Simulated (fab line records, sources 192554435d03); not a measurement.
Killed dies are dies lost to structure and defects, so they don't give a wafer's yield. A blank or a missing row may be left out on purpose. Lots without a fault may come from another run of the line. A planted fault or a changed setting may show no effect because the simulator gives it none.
Split-lot experiment | flow n5_finfet | 7 lots, 21 wafers read, on a route of 1938 steps

THE SPLIT
At N5_BEOL_M3_ETCH_64 (etches SOC in N2/H2, target depth 75 nm, overetch 15 nm, time 112.5 s), the setting time_s was moved away from the recipe's 112.5 s on 5 of the 21 wafers read, by -21.4% to +10.4%. The other wafers ran this setting at the recipe's value.

The reading is taken at the split's own step.

THE READING
SiARC_of_BEOL_M3_COAT_62.thk_nm (the simulator's own value, which no gauge read), in nm, at N5_BEOL_M3_ETCH_64 (etches SOC in N2/H2, target depth 75 nm, overetch 15 nm, time 112.5 s). The file gives no usual value for it. The 16 wafers here that ran the recipe average 6.8 nm, standard deviation 0.17 nm.

wafer  | tool, chamber at the split | time_s as run, s | against the recipe | SiARC_of_BEOL_M3_COAT_62.thk_nm, nm | against lot-mates on the recipe
L078.1 | rie_diel-04, 0             | 112.5            | recipe             | 6.8                                 | -
L078.3 | rie_diel-04, 2,1           | 112.5            | recipe             | 6.6                                 | -
L078.5 | rie_diel-04, 2,1           | 112.5            | recipe             | 6.6                                 | -
L079.2 | rie_diel-05, 3,0           | 112.5            | recipe             | 6.8                                 | -
L079.6 | rie_diel-05, 3,0           | 112.5            | recipe             | 6.8                                 | -
L079.5 | rie_diel-05, 3             | 112.5            | recipe             | 6.6                                 | -
L081.3 | rie_diel-04, 3             | 124.2            | +10.4%             | 6.2                                 | -0.4
L081.4 | rie_diel-04, 1,2           | 112.5            | recipe             | 6.6                                 | -
L081.6 | rie_diel-04, 1,2           | 112.5            | recipe             | 6.6                                 | -
L083.1 | rie_diel-02, 3,0           | 112.5            | recipe             | 7                                   | -
L083.2 | rie_diel-02, 3,0           | 112.5            | recipe             | 7                                   | -
L083.4 | rie_diel-02, 2             | 112.5            | recipe             | 7.2                                 | -
L086.2 | rie_diel-02, 2,0           | 88.43            | -21.4%             | 8                                   | +1.2
L086.6 | rie_diel-02, 2,0           | 88.43            | -21.4%             | 8                                   | +1.2
L086.4 | rie_diel-02, 3             | 112.5            | recipe             | 6.8                                 | -
L089.2 | rie_diel-05, 3,1           | 112.5            | recipe             | 6.8                                 | -
L089.4 | rie_diel-05, 3,1           | 112.5            | recipe             | 6.8                                 | -
L089.5 | rie_diel-05, 0             | 112.5            | recipe             | 7                                   | -
L091.1 | rie_diel-04, 3,2           | 88.37            | -21.4%             | 7.8                                 | +1.0
L091.2 | rie_diel-04, 3,2           | 88.37            | -21.4%             | 7.8                                 | +1.0
L091.4 | rie_diel-04, 0             | 112.5            | recipe             | 6.8                                 | -
Where a row lists several chambers, the file gives one row for several wafers and doesn't say which wafer went through which chamber.

THE FIT
A straight line over all 21 wafers: SiARC_of_BEOL_M3_COAT_62.thk_nm changes by -0.0519 nm for each +1% of time_s; r = -0.95; the points scatter about the line by 0.17 nm.
The same after taking each lot's own level away (the mean of its wafers on the recipe; 21 wafers): -0.0502 nm for each +1%; r = -0.98; scatter 0.093 nm.
On that fit, the largest move of time_s shifts the reading by 1.1 nm.
The lots' own levels span 6.60 to 7.07 nm, that is 2.7 times the standard deviation above.
So the lot-to-lot level changes the slope little: the two slopes agree.
Check: with one of the wafers moved furthest among these (-21.4%) left out of the fit, the line predicts +1.12 nm for it against its lot-mates. It came out at +1 nm against them.

OTHER SPLITS ON THESE WAFERS
These wafers also went through other splits before the reading. Each is held against what the fit with the lots' levels taken away leaves over:
other split on the same wafers            | wafers away from the commonest value | r with SiARC_of_BEOL_M3_COAT_62.thk_nm (lot level and that fit taken away)
N5_BEOL_M0_TRENCH_ETCH_107 target_depth_a | 8                                    | +0.02
N5_BEOL_M0_ETCH_109 bias_w                | 9                                    | +0.03
N5_BEOL_M2_VIA_ETCH_34 time_s             | 7                                    | +0.17
N5_BEOL_M2_TRENCH_ETCH_37 bias_w          | 4                                    | -0.15

THE FILE'S OWN FIT
SiARC_of_BEOL_M3_COAT_62.thk_nm changes by -0.05 nm for each +1% of time_s, r = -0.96.
